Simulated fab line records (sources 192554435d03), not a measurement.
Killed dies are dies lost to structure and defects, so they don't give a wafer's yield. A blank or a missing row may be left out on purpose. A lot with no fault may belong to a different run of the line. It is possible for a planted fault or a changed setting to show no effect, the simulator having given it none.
Chamber matching	flow n5-finfet	4 sister chambers for N5_DUMMY_GATE_STRIP_41 on rie-diel-01
The step strips in O2. 4 wafers are shown with their chamber, then 7 later ones without.

WAFERS WITH THEIR CHAMBER
wafer	chamber	showerhead-plenum-p-Torr (Torr)
L089.4	0	2.23
L089.5	1	2.21
L093.1	3	2.17
L093.3	2	2.00

WAFERS MISSING THEIR CHAMBER
wafer	showerhead-plenum-p-Torr (Torr)
L093.6	2.22
L094.2	2.00
L094.3	2.17
L094.5	2.20
L095.1	2.17
L095.3	2.22
L095.4	2.20

WHICH CHAMBER EACH ONE RAN IN
wafer	from the rows above	in truth
L093.6	can't be placed: 0 or 1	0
L094.2	2	2
L094.3	3	3
L094.5	1	1
L095.1	3	3
L095.3	can't be placed: 0 or 1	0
L095.4	1	1
Correctly placed: 5 of 7. From these rows, 2 cannot be placed; in 2 the true chamber is one of the candidates. Placed wrongly: 0.
How it was worked out, from the rows above alone: a wafer's distance from a chamber is the root of the sum, over the readings, of the square of ((its reading less the chamber's mean) divided by the reading's scatter). If the next closest chamber is less than 2 further off than the closest, the wafer can't be placed; otherwise it belongs to the closest. Each chamber's mean is taken over the wafers shown for it. The scatter: root of mean squared gap, hidden wafer to nearest shown wafer, with one shown wafer a chamber.
